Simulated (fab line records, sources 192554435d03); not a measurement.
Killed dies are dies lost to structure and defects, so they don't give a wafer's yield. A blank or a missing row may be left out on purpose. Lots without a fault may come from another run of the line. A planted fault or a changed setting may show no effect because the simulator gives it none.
A struck lot beside a sound one | flow n5_finfet | 38 steps out of a route of 1938
Sound: wafers L333.3, L333.4, L333.6. Struck: wafers L352.2, L352.3, L352.5. The cause comes at the end.
At each step with rows: each side's tool, then ch and its chambers, then its first start. Under that, the readings that differ: sound wafers | struck wafers | difference of the means | sigmas: that difference in standard deviations of wafers without a fault.
alike: readings whose means differ by less than 2 such deviations, and words and numbers that are the same on both sides. not compared: withheld readings, readings that some wafer has no value for, bounds like >300 that may hide the same value, and numbers for which the record gives no deviation and whose values overlap.
The two part at a step that has a row with sigmas, a row that says differs or no value, or rows on one side only. Numbers that don't overlap but have no deviation are shown without sigmas and don't part them. A reading that every wafer of one side lacks parts them only if that side has two wafers or more.

first, 9 steps without rows for these wafers: N5_BEOL_M4_ANNEAL_95 (time 240 s); N5_BEOL_M4_SPUTTER_96 (material Cu, target thk 4.5 nm, time 8.29 s); N5_BEOL_M4_ECD_50 (material Cu, target thk 300 nm); N5_BEOL_M4_ANNEAL_51 (time 90 s); N5_BEOL_M4_CMP_52 (polishes, stops on SiOC, t overpolish 6.8 s, target thk 40 nm); N5_BEOL_M4_PRE_CLEAN_60 (time 15 s); N5_BEOL_M4_CO_CAP_55 (material Co, precursor CCTBA/H2, target thk 2 nm, time 102.1 s); N5_BEOL_M4_PRE_CLEAN_56 (time 15 s); N5_BEOL_M4_DEP_57 (deposits SiCN from 3MS/NH3, target thk 8 nm, time 14 s).
N5_BEOL_M4_RC_MEAS_101:
  sound on prober-01 ch 0, day 8 00:32; struck on prober-01 ch 0, day 13 08:59
  alike: DIBL_N, DIBL_P, IOFF_N, IOFF_P, ION_N, ION_P, SS_N, SS_P, VT_N, VT_P
then, 24 steps without rows for these wafers: N5_BEOL_M5_ILD_DEP_00 (deposits SiCOH lowk from DEMS/porogen, target thk 140.64 nm, time 25.9 s); N5_BEOL_M5_CURE_79 (cures SiCOH lowk, time 240 s); N5_BEOL_M5_PECVD_70 (deposits SiO2 from TEOS/O2, target thk 16 nm, time 18 s); N5_BEOL_M5_HM_DEP_02 (deposits TiN, target thk 20 nm); N5_BEOL_M5_COAT_59 (time 60 s, resist thk 60 nm); N5_BEOL_M5_COAT_60 (time 60 s, resist thk 12 nm); N5_BEOL_M5_COAT_71 (time 60 s, resist thk 5 nm); N5_BEOL_M5_COAT_05 (resist thk 30 nm); N5_BEOL_M5_EBR_07; N5_BEOL_M5_SOFTBAKE_06 (time 60 s); N5_BEOL_M5_EXPOSE_08 (exposes mask M5, target cd 28 nm); N5_BEOL_M5_PEB_09 (peb time 60 s); N5_BEOL_M5_DEVELOP_10 (develop time 30 s); N5_BEOL_M5_DESCUM_16 (chemistry O2, time 7 s); N5_BEOL_M5_ETCH_72 (etches underlayer in N2/H2, target depth 6.5 nm, time 5.2 s); N5_BEOL_M5_ETCH_61 (etches SiARC in CF4, target depth 15.6 nm, time 26 s); N5_BEOL_M5_ETCH_62 (etches SOC in N2/H2, target depth 75 nm, overetch 15 nm, time 112.5 s); N5_BEOL_M5_STRIP_63 (strips in N2/H2); N5_BEOL_M5_STRIP_73 (strips in N2/H2); N5_BEOL_M5_STRIP_64 (strips in CF4); N5_BEOL_M5_HM_OPEN_17 (chemistry Cl2/BCl3, target TiN, target depth 20 nm, overetch 6 nm); N5_BEOL_M5_STRIP_19 (strips in O2); N5_BEOL_M5_COAT_65 (time 60 s, resist thk 60 nm); N5_BEOL_M5_COAT_66 (time 60 s, resist thk 12 nm).
-- the record jumps here: 2 days lie between the struck wafers' starts before and after (it left off in module BEOL_M5 and takes up again in module BEOL_M10, whose first step shown is number 1492 of the route) --
N5_BEOL_M10_STRIP_19: strips in O2.
  sound on rie_diel-04 ch 0,1, day 9 19:05; struck on rie_diel-03 ch 0,3, day 15 12:50
  no value came back on the struck wafers for any of 7 readings (bias_power_w (W), chamber_pressure_mTorr (mTorr) and others); on the sound wafers bias_power_w (W) reads 0 0 0
  reading                                   | sound | struck       | difference | sigmas
  model.SOC_of_BEOL_M10_COAT_59.thk_nm (nm) | 0 0 0 | 93 92.4 92.8 | +93        |
  not compared: rf_hours_counter_h
N5_BEOL_M10_ETCH_66: etches SOC in N2/H2, target depth 120 nm, overetch 24 nm, time 180 s.
  sound on rie_diel-04 ch 0,3, day 9 19:55; struck on rie_diel-03 ch 2,3, day 15 15:43
  reading                  | sound             | struck            | difference | sigmas
  oes_product_au (a.u.)    | 0.63 0.56 0.57    | 0.81 0.91 0.81    | +0.26      | +3
  model.etch.depth_nm (nm) | 99.93 99.86 99.72 | 144.7 146.2 146.7 | +46.0      |
  alike: drypump_motor_current_A, rf_vpp_V, showerhead_plenum_p_Torr, throttle_valve_pct
  not compared: rf_hours_counter_h
N5_BEOL_M10_VIA_ETCH_34: etches SiCOH lowk in C4F6/O2, target depth 184.5 nm, time 69.2 s.
  sound on rie_diel-04 ch 0,3, day 9 20:03; struck on rie_diel-03 ch 2,3, day 15 15:50
  reading               | sound          | struck         | difference | sigmas
  oes_product_au (a.u.) | 0.78 0.69 0.69 | 0.31 0.34 0.31 | -0.40      | -4
  alike: drypump_motor_current_A, rf_vpp_V, showerhead_plenum_p_Torr, throttle_valve_pct
  not compared: rf_hours_counter_h
-- the record jumps here: 2 days lie between the struck wafers' starts before and after (it left off in module BEOL_M10 and takes up again in module PASSIVATION, whose first step shown is number 1936 of the route) --
N5_PASSIVATION_PROBE_49:
  sound on prober-02, day 12 02:55; struck on prober-01, day 17 19:19
  reading                  | sound          | struck         | difference | sigmas
  defect_limited_yield (%) | 91.1 88.8 89.6 | 0 0 0          | -90        | -64
  killed_at_M4_up          | 17 27 19       | 1095 1108 1075 | +1072      | +99 or more
  killed_dies              | 105 132 123    | 1180 1180 1180 | +1060      | +62
  killed_on_rim            | 18 14 9        | 152 152 152    | +138       | +34
  sort_bin_5_function (%)  | 5.7 7.1 6.0    | 96.9 96.9 96.3 | +90.4      | +95
  sort_n_pass              | 1075 1048 1057 | 0 0 0          | -1060      | -62
  sort_yield_pct (%)       | 91.1 88.8 89.6 | 0 0 0          | -90        | -64
  alike: killed_at_M0_to_M3, killed_at_contacts, killed_at_front_end, killed_at_other, killed_open, killed_short, sort_bin_6_memory

WHERE THEY PART
First at N5_BEOL_M10_STRIP_19; last, within this record, at N5_PASSIVATION_PROBE_49.

WHY: what the simulator had put in
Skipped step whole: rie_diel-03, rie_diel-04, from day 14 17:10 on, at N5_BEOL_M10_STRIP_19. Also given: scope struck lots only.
